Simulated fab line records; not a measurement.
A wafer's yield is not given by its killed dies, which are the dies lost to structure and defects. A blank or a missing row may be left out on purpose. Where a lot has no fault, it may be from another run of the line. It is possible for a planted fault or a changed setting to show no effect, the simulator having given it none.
Matching of chambers | flow n5-finfet | rie-diel-06 running N5_BEOL_M9_VIA_ETCH_34: 4 sister chambers
The step etches SiCOH lowk in C4F6/O2, target depth 182.4 nm, time 68.4 s. 24 wafers are shown with their chamber, then 12 later ones without.

WAFERS PAIRED WITH THEIR CHAMBERS
wafer  | chamber | drypump-motor-current-A (A) | rf-vpp-V (V) | throttle-valve-pct (%)
L074.3 | 3       | 6.8                         | 689          | 20.8
L074.4 | 1       | 6.0                         | 677          | 20.7
L074.5 | 1       | 6.0                         | 678          | 20.7
L078.2 | 1       | 6.0                         | 679          | 20.7
L078.5 | 2       | 4.9                         | 648          | 21.1
L078.6 | 3       | 6.8                         | 687          | 20.8
L081.2 | 0       | 6.1                         | 633          | 21.2
L081.4 | 0       | 6.1                         | 633          | 21.2
L081.5 | 1       | 5.9                         | 677          | 20.8
L082.2 | 2       | 4.9                         | 647          | 21.1
L082.3 | 0       | 6.1                         | 635          | 21.2
L082.5 | 0       | 6.1                         | 635          | 21.2
L084.2 | 0       | 6.1                         | 635          | 21.2
L084.3 | 3       | 6.8                         | 698          | 20.5
L084.4 | 2       | 4.9                         | 647          | 21.2
L086.4 | 3       | 6.8                         | 700          | 20.5
L086.5 | 2       | 4.9                         | 647          | 21.1
L086.6 | 1       | 5.9                         | 678          | 20.8
L087.2 | 2       | 4.9                         | 646          | 21.1
L087.3 | 0       | 6.1                         | 634          | 21.2
L087.5 | 2       | 4.9                         | 648          | 21.1
L089.1 | 1       | 6.0                         | 678          | 20.8
L089.2 | 3       | 6.8                         | 699          | 20.5
L089.3 | 0       | 6.1                         | 635          | 21.2

SIGNATURES, as means of the wafers listed above
reading                 | chamber 0 | chamber 1 | chamber 2 | chamber 3 | scatter within a chamber
drypump-motor-current-A | 6.100     | 5.967     | 4.900     | 6.800     | 0.0258
rf-vpp-V                | 634.29    | 677.83    | 647.17    | 694.60    | 2.83
throttle-valve-pct      | 21.200    | 20.750    | 21.117    | 20.620    | 0.081
Rule: for a wafer and a chamber, the distance is found by dividing, reading by reading, the gap between the wafer's reading and the chamber's mean by the reading's scatter, squaring, summing and taking the root. If the next closest chamber is less than 2 further off than the closest, the wafer can't be placed; otherwise it belongs to the closest. The scatter is the square root of a quotient: the sum, over the shown wafers, of each reading's squared deviation from its chamber's mean, divided by wafers minus chambers.

WAFERS WITH NO CHAMBER GIVEN
wafer  | drypump-motor-current-A (A) | rf-vpp-V (V) | throttle-valve-pct (%)
L091.1 | 6.0                         | 677          | 20.8
L091.5 | 6.1                         | 635          | 21.2
L091.6 | 6.0                         | 676          | 20.8
L092.3 | 6.0                         | 676          | 20.8
L092.4 | 4.9                         | 648          | 20.6
L092.5 | 6.1                         | 636          | 21.2
L093.1 | 6.1                         | 634          | 21.2
L093.2 | 4.9                         | 647          | 20.6
L093.5 | 6.0                         | 678          | 20.8
L096.2 | 6.8                         | 700          | 20.5
L096.3 | 6.1                         | 635          | 21.2
L096.6 | 5.9                         | 678          | 20.8

THE CHAMBER EACH PASSED THROUGH
wafer  | from the rows above | in truth
L091.1 | 1                   | 1
L091.5 | 0                   | 0
L091.6 | 1                   | 1
L092.3 | 1                   | 1
L092.4 | 2                   | 2
L092.5 | 0                   | 0
L093.1 | 0                   | 0
L093.2 | 2                   | 2
L093.5 | 1                   | 1
L096.2 | 3                   | 3
L096.3 | 0                   | 0
L096.6 | 1                   | 1
12 of 12 placed correctly. Number that these rows cannot place: 0. Number placed wrongly: 0.
